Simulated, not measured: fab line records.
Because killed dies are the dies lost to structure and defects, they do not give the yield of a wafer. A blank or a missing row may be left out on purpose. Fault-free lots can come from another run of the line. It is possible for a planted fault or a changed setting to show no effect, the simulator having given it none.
Which tool did it? | flow nand-harc | 12 lots, 36 wafers sampled, at 5 steps of a route of 1159

WHAT EACH GAUGE READ, for each wafer
NHARC_P_STI_CD_MEAS_09: the cd target is 200 nm.
lot  | measured    | on        | cd-nm (nm)
L709 | day 3 07:41 | cd-sem-01 | 198.8 200.9 197.1
L710 | day 3 07:32 | cd-sem-01 | 202.3 198.6 202.8
L711 | day 3 16:42 | cd-sem-03 | 202.8 202.0 201.1
L712 | day 3 22:52 | cd-sem-03 | 202.8 199.6 201.3
L715 | day 4 16:52 | cd-sem-02 | 195.3 198.7 198.4
L716 | day 4 23:52 | cd-sem-02 | 202.9 204.0 203.1
L725 | day 7 05:34 | cd-sem-01 | 199.5 200.8 200.5
L727 | day 7 16:37 | cd-sem-02 | 199.2 196.7 199.8
L728 | day 8 01:14 | cd-sem-02 | 198.7 197.9 196.8
L729 | day 8 01:23 | cd-sem-02 | 202.6 197.1 201.9

NHARC_END_SORT_01.
lot  | measured     | on        | killed-at-array | killed-at-other | killed-at-periphery | killed-dies | killed-open | killed-short
L717 | day 22 22:21 | prober-02 | 15 11 15        | 0 0 0           | 662 666 662         | 677 677 677 | 3 5 3       | 1 0 3
L718 | day 22 20:36 | prober-01 | 23 31 27        | 0 0 1           | 654 646 649         | 677 677 677 | 2 2 2       | 2 3 3

WHAT TOOL EACH LOT RAN ON (gives the tool, then ch and the chambers of the sampled wafers, and finally the start)
lot  | NHARC_P_ZERO_WELL_ETCH_62         | NHARC_P_STI_ETCH_31                          | NHARC_P_STI_CMP_21
L709 | rie-diel-04 ch 0,1,3, day 2 07:43 | rie-diel-01 ch 0,1,2, day 4 04:12 or earlier | cmp-02 ch 0,2,3, day 4 04:12
L710 | rie-diel-04 ch 0,1, day 2 13:35   | rie-diel-08 ch 0,2,3, day 4 04:04 or earlier | cmp-04 ch 1,2,3, day 4 04:04
L711 | rie-diel-09 ch 0,1,3, day 2 19:37 | rie-diel-01 ch 0,2, day 4 12:59 or earlier   | cmp-02 ch 1,2,3, day 4 12:59
L712 | rie-diel-12 ch 1,3, day 3 01:35   | rie-diel-08 ch 1,2,3, day 4 20:03 or earlier | cmp-02 ch 1,3, day 4 20:03
L715 | rie-diel-12 ch 0,1,3, day 3 19:27 | rie-diel-08 ch 0,2, day 5 10:30 or earlier   | cmp-02 ch 0,2, day 5 10:30
L716 | rie-diel-04 ch 0,2, day 4 01:35   | rie-diel-01 ch 0,1, day 5 22:43 or earlier   | cmp-02 ch 0,1, day 5 22:43
L717 | rie-diel-04 ch 0,2, day 4 07:34   | -                                            | -
L718 | rie-diel-04 ch 0,3, day 4 13:35   | -                                            | -
L725 | rie-diel-09 ch 0,1,3, day 6 07:35 | rie-diel-08 ch 1,2,3, day 8 01:59 or earlier | cmp-04 ch 1,2,3, day 8 01:59
L727 | rie-diel-04 ch 0,3, day 6 19:27   | rie-diel-08 ch 0,2, day 8 14:25 or earlier   | cmp-02 ch 1,3, day 8 14:25
L728 | rie-diel-09 ch 0,1,2, day 7 01:35 | rie-diel-08 ch 1,2, day 8 20:03 or earlier   | cmp-02 ch 1,2, day 8 20:03
L729 | rie-diel-04 ch 0,1,2, day 7 07:28 | rie-diel-01 ch 1,2,3, day 8 20:03 or earlier | cmp-01 ch 1,2,3, day 8 20:03
- NHARC_P_ZERO_WELL_ETCH_62: etches the open film in CHF3/Ar, target depth 13 nm, time 6.5 s.
- NHARC_P_STI_ETCH_31: etches the open film in CF4/CHF3, target depth 108.9 nm, time 54.5 s.
- NHARC_P_STI_CMP_21: polishes, t overpolish 20 s, target thk 380.67 nm.

WHAT THE TOOLS THEMSELVES READ (means of the sampled wafers that have a number; where no wafer has one, the mark that the record gives instead)
NHARC_P_ZERO_WELL_ETCH_62.
lot  | tool        | bias-w (W) | chamber-pressure-mTorr (mTorr) | drypump-motor-current-A (A) | oes-product-au (a.u.) | rf-vpp-V (V) | showerhead-plenum-p-Torr (Torr) | throttle-valve-pct (%)
L709 | rie-diel-04 | 200.4      | 25.001                         | 5.7                         | 0.986                 | 369.1        | 2.30                            | 20.222
L710 | rie-diel-04 | 200.3      | 24.994                         | 5.9                         | 0.970                 | 369.7        | 2.32                            | 20.216
L711 | rie-diel-09 | 200.4      | 25.001                         | 5.7                         | 0.973                 | 371.4        | 2.39                            | 20.225
L712 | rie-diel-12 | 200.6      | 24.988                         | 5.4                         | 0.964                 | 375.8        | 2.52                            | 20.210
L715 | rie-diel-12 | 199.9      | 24.992                         | 5.6                         | 0.970                 | 372.7        | 2.44                            | 20.216
L716 | rie-diel-04 | 200.5      | 25.004                         | 5.6                         | 0.961                 | 369.6        | 2.28                            | 20.232
L717 | rie-diel-04 | -          | -                              | -                           | -                     | -            | -                               | -
L718 | rie-diel-04 | -          | -                              | -                           | -                     | -            | -                               | -
L725 | rie-diel-09 | 200.4      | 25.015                         | 5.7                         | 0.958                 | 371.3        | 2.39                            | 20.224
L727 | rie-diel-04 | 200.1      | 24.992                         | 5.6                         | 0.964                 | 368.6        | 2.27                            | 20.221
L728 | rie-diel-09 | 200.0      | 25.017                         | 5.9                         | 0.967                 | 370.4        | 2.32                            | 20.215
L729 | rie-diel-04 | 199.7      | 25.013                         | 5.8                         | 0.958                 | 369.8        | 2.31                            | 20.220

NHARC_P_STI_ETCH_31.
lot  | tool        | bias-w (W) | cf4-flow-sccm (sccm) | drypump-motor-current-A (A) | oes-product-au (a.u.) | rf-vpp-V (V) | showerhead-plenum-p-Torr (Torr) | throttle-valve-pct (%)
L709 | rie-diel-01 | 199.7      | 99.7                 | 5.4                         | 0.978                 | 371.2        | 1.58                            | 16.803
L710 | rie-diel-08 | 200.1      | 99.8                 | 5.9                         | 0.932                 | 371.0        | 1.59                            | 16.798
L711 | rie-diel-01 | 199.3      | 100.0                | 5.1                         | 0.985                 | 370.9        | 1.61                            | 16.798
L712 | rie-diel-08 | 199.7      | 99.7                 | 5.8                         | 0.975                 | 370.4        | 1.57                            | 16.801
L715 | rie-diel-08 | 200.4      | 100.0                | 6.1                         | 0.968                 | 369.3        | 1.52                            | 16.808
L716 | rie-diel-01 | 199.9      | 100.0                | 5.5                         | 0.967                 | 371.8        | 1.60                            | 16.809
L725 | rie-diel-08 | 199.9      | 100.0                | 5.7                         | 0.972                 | 370.7        | 1.57                            | 16.801
L727 | rie-diel-08 | 199.4      | 100.2                | 6.1                         | 0.926                 | 370.0        | 1.56                            | 16.807
L728 | rie-diel-08 | 199.7      | 99.7                 | 6.0                         | 0.979                 | 368.5        | 1.50                            | 16.799
L729 | rie-diel-01 | 199.6      | 100.2                | 5.7                         | 0.976                 | 369.6        | 1.53                            | 16.797

NHARC_P_STI_CMP_21.
lot  | tool   | motor-current-A (A) | overpolish-run-s (s) | retaining-ring-pressure-frac
L709 | cmp-02 | 11.5                | 20.000               | 1.000
L710 | cmp-04 | 11.5                | 20.002               | 0.999
L711 | cmp-02 | 11.3                | 20.003               | 1.004
L712 | cmp-02 | 10.8                | 20.009               | 0.997
L715 | cmp-02 | 11.6                | 20.001               | 0.996
L716 | cmp-02 | 12.5                | 19.994               | 0.999
L725 | cmp-04 | 11.7                | 19.995               | 1.000
L727 | cmp-02 | 11.4                | 20.002               | 0.997
L728 | cmp-02 | 11.3                | 19.998               | 1.002
L729 | cmp-01 | 11.8                | 20.001               | 1.004

THE ANSWER, worked out from the rows above alone
Rule: the lots themselves supply what counts as usual. The widest of any qualifying gaps counts: lots, ordered by their means at a reading, are off when they make up no more than a third of the lots, leave a main group of 4 or more, and stand apart from it by 3 or more times the standard deviation of that group's means. The tables above print the reading to a certain number of digits; a main group whose means all agree to those digits is not used. A lot without any number at a reading at which 4 lots or more have one is off too. The other lots that the step has rows for count as sound. First the gauges in route order, then the tools' own readings, where a lot's mean is used as printed above. At the first step where some lot is off, the reading lying furthest off is the one used; lots without a number count as furthest.
Off, at NHARC_P_ZERO_WELL_ETCH_62 on bias-w: L717, L718. Without a number there: L717, L718. The main group: mean 200.2 W, standard deviation 0.28.
If a tool, at that step or one of the process steps before it, ran each lot that is off and ran no sound lot following the first of them, it fits. No candidate that was tried fits.

WHAT THE SIMULATOR HAD PUT IN
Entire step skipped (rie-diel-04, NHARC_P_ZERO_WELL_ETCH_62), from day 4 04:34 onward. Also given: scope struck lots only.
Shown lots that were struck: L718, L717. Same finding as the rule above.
